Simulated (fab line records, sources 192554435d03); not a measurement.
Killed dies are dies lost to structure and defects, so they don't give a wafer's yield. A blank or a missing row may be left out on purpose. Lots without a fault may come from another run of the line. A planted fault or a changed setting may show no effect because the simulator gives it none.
Which tool did it? | flow n5_finfet | 24 lots, 72 wafers sampled, at 2 steps of a route of 1938

WHAT THE GAUGES READ, wafer by wafer
N5_SD_EPI_P_OVL_MEAS_10. Usual: SD_P_BLK_OVL -0.5 nm, standard deviation 0.71.
lot  | measured    | on         | SD_P_BLK_OVL (nm) | flag
L074 | day 3 07:21 | overlay-02 | -1.3 -0.4 -1.0    |
L075 | day 3 13:20 | overlay-02 | 0.7 0.9 0.4       |
L076 | day 3 19:19 | overlay-02 | 0.0 1.8 0.7       |
L077 | day 4 03:10 | overlay-01 | -0.2 -0.5 -0.2    |
L078 | day 4 05:25 | overlay-02 | -0.5 -0.1 0.4     |
L079 | day 4 10:55 | overlay-02 | -1.2 -1.7 -0.6    |
L080 | day 4 16:38 | overlay-02 | 0.3 -1.0 -0.3     |
L081 | day 5 00:53 | overlay-01 | 0.6 -0.2 -0.6     |
L082 | day 5 08:47 | overlay-01 | -1.2 -0.3 -1.0    |
L083 | day 5 15:50 | overlay-02 | -0.9 -0.2 -1.1    |
L084 | day 5 18:37 | overlay-01 | -1.1 -1.6 -1.5    |
L085 | day 6 00:05 | overlay-02 | 0.4 -0.1 -0.7     |
L086 | day 6 04:25 | overlay-01 | -0.2 -0.1 0.4     |
L087 | day 6 10:29 | overlay-01 | -0.2 -1.0 -0.6    |
L088 | day 6 19:44 | overlay-02 | -1.4 -1.0 -0.6    |
L089 | day 7 00:41 | overlay-01 | -1.6 -1.1 -1.1    |
L090 | day 7 03:38 | overlay-01 | -0.4 -1.0 -0.8    |
L091 | day 7 11:13 | overlay-02 | -1.6 -0.1 -0.3    |
L092 | day 7 20:13 | overlay-02 | -0.2 -0.6 -0.1    |
L093 | day 8 00:38 | overlay-01 | -0.5 -0.2 -1.2    |
L094 | day 8 06:46 | overlay-02 | -1.2 -1.1 -0.9    |
L095 | day 8 16:55 | overlay-01 | -0.3 -1.8 -1.7    |
L097 | day 9 00:49 | overlay-02 | -0.2 -0.9 -0.4    |
L096 | day 9 01:44 | overlay-02 | 1.2 0.2 -0.8      |

WHICH TOOL RAN EACH LOT (tool, then ch and the chambers of the sampled wafers, then the start)
lot  | N5_SD_EPI_N_LINER_46
L074 | ald_sin-04 ch 1,2,3, day 3 06:40
L075 | ald_sin-01 ch 1,3, day 3 12:40
L076 | ald_sin-01 ch 2,3, day 3 18:38
L077 | ald_sin-01 ch 2,3, day 4 02:29
L078 | ald_sin-02 ch 2,3, day 4 04:44
L079 | ald_sin-01 ch 0,1,3, day 4 10:22
L080 | ald_sin-01 ch 0,2,3, day 4 16:04
L081 | ald_sin-04 ch 1,3, day 5 00:13
L082 | ald_sin-01 ch 1,2,3, day 5 08:06
L083 | ald_sin-02 ch 0,1,2, day 5 15:17
L084 | ald_sin-04 ch 1,2, day 5 18:04
L085 | ald_sin-02 ch 0,1,3, day 5 23:32
L086 | ald_sin-04 ch 0,1,3, day 6 03:45
L087 | ald_sin-04 ch 0,1,3, day 6 09:54
L088 | ald_sin-04 ch 0,2,3, day 6 19:03
L089 | ald_sin-02 ch 1,2,3, day 7 00:01
L090 | ald_sin-02 ch 0,1,3, day 7 02:57
L091 | ald_sin-04 ch 0,2, day 7 10:40
L092 | ald_sin-02 ch 0,1,2, day 7 19:32
L093 | ald_sin-02 ch 0,1,2, day 7 23:57
L094 | ald_sin-04 ch 2,3, day 8 06:12
L095 | ald_sin-04 ch 2,3, day 8 16:15
L097 | ald_sin-02 ch 0,1,2, day 9 00:08
L096 | ald_sin-02 ch 0,1,3, day 9 01:04
- N5_SD_EPI_N_LINER_46: material SiNx, target thk 3 nm.

WHAT THE TOOLS THEMSELVES READ (means of the sampled wafers that have a number; where no wafer has one, the mark that the record gives instead)
N5_SD_EPI_N_LINER_46. Usual: heater_power_w 825 W, standard deviation 73.
lot  | tool       | heater_power_w (W) | flag
L074 | ald_sin-04 | 801                |
L075 | ald_sin-01 | 887                |
L076 | ald_sin-01 | 783                |
L077 | ald_sin-01 | 781                |
L078 | ald_sin-02 | 880                |
L079 | ald_sin-01 | 839                |
L080 | ald_sin-01 | 773                |
L081 | ald_sin-04 | 817                |
L082 | ald_sin-01 | 866                |
L083 | ald_sin-02 | 846                |
L084 | ald_sin-04 | 798                |
L085 | ald_sin-02 | 870                |
L086 | ald_sin-04 | 772                |
L087 | ald_sin-04 | 772                |
L088 | ald_sin-04 | 755                |
L089 | ald_sin-02 | 856                |
L090 | ald_sin-02 | 867                |
L091 | ald_sin-04 | 735                |
L092 | ald_sin-02 | 861                |
L093 | ald_sin-02 | 859                |
L094 | ald_sin-04 | 815                |
L095 | ald_sin-04 | 810                |
L097 | ald_sin-02 | 869                |
L096 | ald_sin-02 | 881                |

THE ANSWER, worked out from the rows above alone
Rule: a lot is off if the mean of its wafers that have a number lies more than 3 standard deviations from the usual mean. A lot without any number at a reading at which 4 lots or more have one is off too. The other lots that the step has rows for count as sound. The gauges are gone through in route order, then the tools' own readings, and for those a lot's mean is taken as printed above. The first step at which some lot is off is used, and at that step the reading that is off furthest; a lot without a number counts as furthest.
No lot is off at any reading shown: from this, nothing can be told.

WHAT THE SIMULATOR HAD PUT IN
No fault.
